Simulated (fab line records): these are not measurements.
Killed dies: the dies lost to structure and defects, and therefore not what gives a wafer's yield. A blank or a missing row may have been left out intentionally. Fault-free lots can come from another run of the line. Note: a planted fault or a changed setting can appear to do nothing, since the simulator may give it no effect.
A struck lot beside a sound one + flow nand-harc + 14 out of 1159 route steps
Sound: these wafers, L673.3, L673.4, L673.5. Struck: wafer L688.6; the same lot's L688.5 was not struck, so it is left out; see the end for the cause.
For every step that has rows: the tool of each side, followed by ch and its chambers, followed by its first start. Under that, the readings that differ: sound wafers + struck wafers + difference of the means + sigmas: that difference in standard deviations of wafers without a fault.
alike: readings with means less than 2 such deviations apart, plus words and numbers identical on both sides. not compared: withheld readings, readings lacking a value on some wafer, bounds such as >300 that could conceal the same value, and numbers that have no deviation in the record and whose values overlap.
Wherever a step has rows on one side only, a row that says differs or no value, or a row with sigmas, the two part there. Non-overlapping numbers with no deviation appear without sigmas and do not part them. Lack of a reading on every wafer of one side parts them only where that side has two or more wafers.

first, 7 steps without rows for these wafers: NHARC_A_BLC_COAT_03 (time 65 s); NHARC_A_BLC_COAT_04 (resist thk 90 nm); NHARC_A_BLC_SOFTBAKE_05 (time 55 s); NHARC_A_BLC_EBR_06; NHARC_A_BLC_EXPOSE_07 (exposes mask A BLC, target cd 100 nm); NHARC_A_BLC_PEB_08 (peb time 65 s); NHARC_A_BLC_DEVELOP_09 (develop time 35 s).
NHARC_A_BLC_CD_MEAS_10: target cd 100 nm.
  sound on cd-sem-01 ch 0, day 17 16:01; struck on cd-sem-02 ch 0, day 22 12:14
  alike: cd-nm
NHARC_A_BLC_OVL_MEAS_11:
  sound on overlay-02 at day 17 16:05; struck on overlay-01 at day 22 12:19
  alike: overlay-x-nm, overlay-y-nm
NHARC_A_BLC_INSPECT_12:
  sound on defect-inspect-01 at day 17 16:08; struck on defect-inspect-01 at day 22 12:22
  alike: raw-defect-count
NHARC_A_BLC_DESCUM_15: chemistry O2, time 3 s.
  sound on rie-diel-07 ch 0,2,3, day 17 16:13; struck on rie-diel-07 ch 0, day 22 12:27
  alike: drypump-motor-current-A, mfc-ar-sccm, oes-product-au, rf-vpp-V, showerhead-plenum-p-Torr, throttle-valve-pct
  not compared: rf-hours-counter-h
NHARC_A_BLC_ETCH_16: etches the open film in CF4, target depth 39 nm, time 65 s.
  sound on rie-diel-07 ch 0,1,2, day 17 16:17; struck on rie-diel-07 ch 3, day 22 12:32
| reading                | sound                | struck | difference | sigmas |
|------------------------|----------------------|--------|------------|--------|
| throttle-valve-pct (%) | 13.280 13.293 13.295 | 13.270 | -0.019     | -2     |
  alike: bias-w, drypump-motor-current-A, mfc-ar-sccm, oes-product-au, rf-vpp-V, run-length-s, showerhead-plenum-p-Torr
  not compared: rf-hours-counter-h
NHARC_A_BLC_ETCH_17: etches the open film in N2/H2, target depth 390 nm, time 609.38 s.
  sound on rie-diel-07 ch 0,2,3, day 17 16:27; struck on rie-diel-07 ch 0, day 22 12:46
| reading          | sound             | struck | difference | sigmas      |
|------------------|-------------------|--------|------------|-------------|
| run-length-s (s) | 630.6 630.8 631.1 | 530.6  | -100.2     | -99 or more |
  alike: drypump-motor-current-A, h2-flow-sccm, mfc-ar-sccm, oes-product-au, rf-vpp-V, showerhead-plenum-p-Torr, throttle-valve-pct
  not compared: bias-w, rf-hours-counter-h
NHARC_A_BLC_ETCH_18: etches the open film in C4F8/O2/Ar, target depth 910 nm.
  sound: rie-diel-07 ch 0,2,3; struck: rie-diel-07 ch 0
  alike: bias-w, oes-product-au, rf-vpp-V
  not compared: rf-hours-counter-h

WHERE THEY PART
At NHARC_A_BLC_ETCH_16 first; at NHARC_A_BLC_ETCH_17 last (within this record only). Later steps at which nothing parts them and some readings are alike: NHARC_A_BLC_ETCH_18.

WHY: what had been put in by the simulator
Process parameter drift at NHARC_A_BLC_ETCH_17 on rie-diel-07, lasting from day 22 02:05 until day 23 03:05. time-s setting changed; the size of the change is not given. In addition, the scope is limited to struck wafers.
